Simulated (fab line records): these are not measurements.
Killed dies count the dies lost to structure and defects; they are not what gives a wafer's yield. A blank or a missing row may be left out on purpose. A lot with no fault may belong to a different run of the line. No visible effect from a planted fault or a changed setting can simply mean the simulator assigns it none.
A lot that was struck, set against a sound lot | flow n5 finfet | 16 out of 1938 route steps
Sound: wafers L857.1, L857.3, L857.4. Struck: wafer L874.3. (L874.1 of the same lot was not struck and is left out.) The cause comes at the end.
Order at every step that has rows: each side's tool, ch and its chambers, its first start. Under that, the readings that differ: sound wafers | struck wafers | difference of the means | sigmas: that difference in standard deviations of wafers without a fault.
alike: a reading whose means differ by less than 2 such deviations, as well as words and numbers matching on both sides. not compared: withheld readings; readings where some wafer has no value; bounds like >300 that might hide an equal value; numbers whose values overlap and for which the record gives no deviation.
Wherever a step has rows on one side only, a row that says differs or no value, or a row with sigmas, the two part there. Numbers that have no deviation but don't overlap get no sigmas and don't part them. A reading missing from all wafers of one side parts the sides only when that side holds two or more wafers.

N5_BEOL_M4_ETCH_41: etches SiCN in CH3F/O2, target depth 29.9 nm, time 52.5 s.
  sound on rie diel-01 ch 0,1,2; struck on rie diel-01 ch 3
  alike: chamber pressure mTorr, drypump motor current A, oes product au, rf vpp V, showerhead plenum p Torr, throttle valve pct
  not compared: rf hours counter h
N5_BEOL_M4_STRIP_97: strips in N2/H2, time 10 s.
  sound on rie diel-01 ch 0,1,2; struck on rie diel-01 ch 3
  reading                        | sound                | struck | difference | sigmas
  chamber pressure mTorr (mTorr) | 20.010 20.008 20.031 | 19.973 | -0.043     | -3
  alike: drypump motor current A, oes product au, rf vpp V, showerhead plenum p Torr, throttle valve pct
  not compared: rf hours counter h
N5_BEOL_M4_OCD_MEAS_38:
  sound on ocd-01, day 8 19:20; struck on ocd-02, day 12 04:14
  reading              | sound          | struck | difference | sigmas
  trench depth nm (nm) | 57.5 57.2 56.9 | 54.7   | -2.5       | -2
then, 4 steps without rows for these wafers: N5_BEOL_M4_HM_STRIP_39 (strips TiN in peroxide tin strip, target depth 25 nm, time 158 s); N5_BEOL_M4_SRD_40 (time 30 s); N5_BEOL_M4_PRECLEAN_42 (cleans in residue remover, time 60 s); N5_BEOL_M4_SRD_43 (time 30 s).
N5_BEOL_M4_CD_MEAS_35: target cd 18 nm, target cd y 22.4 nm.
  sound on cd sem-02, day 8 19:30; struck on cd sem-03, day 12 04:23
  alike: cd nm
N5_BEOL_M4_DEGAS_44: time 60 s.
  sound on pvd sputter-03, day 8 20:03; struck on pvd sputter-03, day 12 04:37
  alike: heater power w
then, 1 step without rows for these wafers: N5_BEOL_M4_PRE_CLEAN_45 (time 30 s).
N5_BEOL_M4_ALD_84: deposits TaN, pulse time 2 s, purge time 3 s, co reactant purge time 2 s.
  sound on ald metal-01 ch 0,1,3, day 8 20:09; struck on ald metal-03 ch 0, day 12 04:43
  alike: heater power w, precursor vessel carrier sccm, precursor vessel temp c
after that, 1 step had no rows for these wafers: N5_BEOL_M4_SURFACE_TREAT_85.
N5_BEOL_M4_CVD_47: deposits Co from CCTBA/H2, target thk 3 nm, time 223.8 s.
  sound on cvd co-02 ch 0,2, day 8 20:32; struck on cvd co-02 ch 2, day 12 05:01
  reading          | sound             | struck | difference | sigmas
  run length s (s) | 246.4 246.4 246.3 | 245.0  | -1.4       | -4
N5_BEOL_M4_SPUTTER_48: material Cu, target thk 4.5 nm, time 8.29 s.
  sound on pvd sputter-03, day 8 20:45; struck on pvd sputter-03, day 12 05:11
  alike: chuck sensor temp C, substrate temp c, throttle valve pct
N5_BEOL_M4_RC_MEAS_101:
  sound on prober-01 ch 0, day 8 23:37; struck on prober-01 ch 0, day 12 08:06
  alike: DIBL_N, DIBL_P, IOFF_N, IOFF_P, ION_N, ION_P, SS_N, SS_P, VT_N, VT_P
after that, 1 step had no rows for these wafers: N5_PASSIVATION_PROBE_49.

## WHERE THEY PART
Last at N5_BEOL_M4_CVD_47 as far as this record goes, first at N5_BEOL_M4_STRIP_97. Later steps at which nothing parts them and some readings are alike: N5_BEOL_M4_SPUTTER_48, N5_BEOL_M4_RC_MEAS_101.

WHY: what the simulator had put in
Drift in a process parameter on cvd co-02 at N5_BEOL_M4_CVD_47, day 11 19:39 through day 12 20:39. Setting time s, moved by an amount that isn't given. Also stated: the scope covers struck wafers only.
